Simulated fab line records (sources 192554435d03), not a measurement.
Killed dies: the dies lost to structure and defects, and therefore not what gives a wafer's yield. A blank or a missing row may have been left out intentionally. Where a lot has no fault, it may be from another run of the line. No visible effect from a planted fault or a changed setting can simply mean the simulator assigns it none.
One fault through the eyes of 3 desks / flow n5 finfet / what lay behind the numbers comes last; until then each desk has only its own

== THE DEFECT DESK ==
Lot by lot, what the route's inspections counted, given as the mean of those sampled wafers with a number. Any lot whose mean is over 4 standard deviations away from the usual mean is out of limits and marked OUT; that distance is given in the brackets.
Columns: A = raw defect count at N5_BEOL_M10_INSPECT_13, usual 418
lot=L298; first seen here=day 10 10:19; A=452
lot=L308; first seen here=day 12 06:20; A=332
lot=L315; first seen here=day 14 12:55; A=371
lot=L317; first seen here=day 15 10:40; A=467
lot=L318; first seen here=day 15 10:59; A=446
Finding of this desk: none of the 5 lots has anything out of limits.

== AT THE TOOL OWNER'S DESK: rie diel-05 ==
The tool's own readings at N5_BEOL_M10_ETCH_62 (etches SOC in N2/H2, target depth 110 nm, overetch 22 nm, time 165 s): means of the sampled wafers that have a number, for each lot that ran on this tool. Any lot whose mean is over 4 standard deviations away from the usual mean is out of limits and marked OUT; that distance is given in the brackets.
Columns: A = drypump motor current A at N5_BEOL_M10_ETCH_62, usual 5.5 A; B = oes product au at N5_BEOL_M10_ETCH_62, usual 0.69 a.u.; C = rf vpp V at N5_BEOL_M10_ETCH_62, usual 523.8 V; D = showerhead plenum p Torr at N5_BEOL_M10_ETCH_62, usual 2.54 Torr; E = throttle valve pct at N5_BEOL_M10_ETCH_62, usual 17.76 %
lot=L298; first seen here=day 10 10:26; A=5.2; B=0.62; C=523.0; D=2.50; E=17.83
lot=L308; first seen here=day 12 06:53; A=5.4; B=0.60; C=518.4; D=2.37; E=18.30
Finding of this desk: none of the 2 lots has anything out of limits.

== METROLOGY DESK ==
What the gauges read for every lot (on any tool): the sampled wafers with a number, averaged. Any lot whose mean is over 4 standard deviations away from the usual mean is out of limits and marked OUT; that distance is given in the brackets.
Columns: A = cd nm at N5_BEOL_M10_CD_MEAS_11, usual 63.9 nm; B = M10_OVL at N5_BEOL_M10_OVL_MEAS_12, usual -0.2 nm
lot=L298; first seen here=day 10 10:15; A=63.5; B=-0.7
lot=L308; first seen here=day 12 06:17; A=64.2; B=-0.7
lot=L315; first seen here=day 14 12:52; A=63.7; B=-0.8
lot=L317; first seen here=day 15 10:36; A=63.6; B=0.2
lot=L318; first seen here=day 15 10:56; A=63.0; B=-0.1
Finding of this desk: none of the 5 lots has anything out of limits.

== TAKEN TOGETHER ==
Nothing the defect desk looked at was out of limits.
The tool owner's desk saw nothing out of limits.
Metrology desk: nothing out of limits seen.

== WHAT THE SIMULATOR HAD PUT IN ==
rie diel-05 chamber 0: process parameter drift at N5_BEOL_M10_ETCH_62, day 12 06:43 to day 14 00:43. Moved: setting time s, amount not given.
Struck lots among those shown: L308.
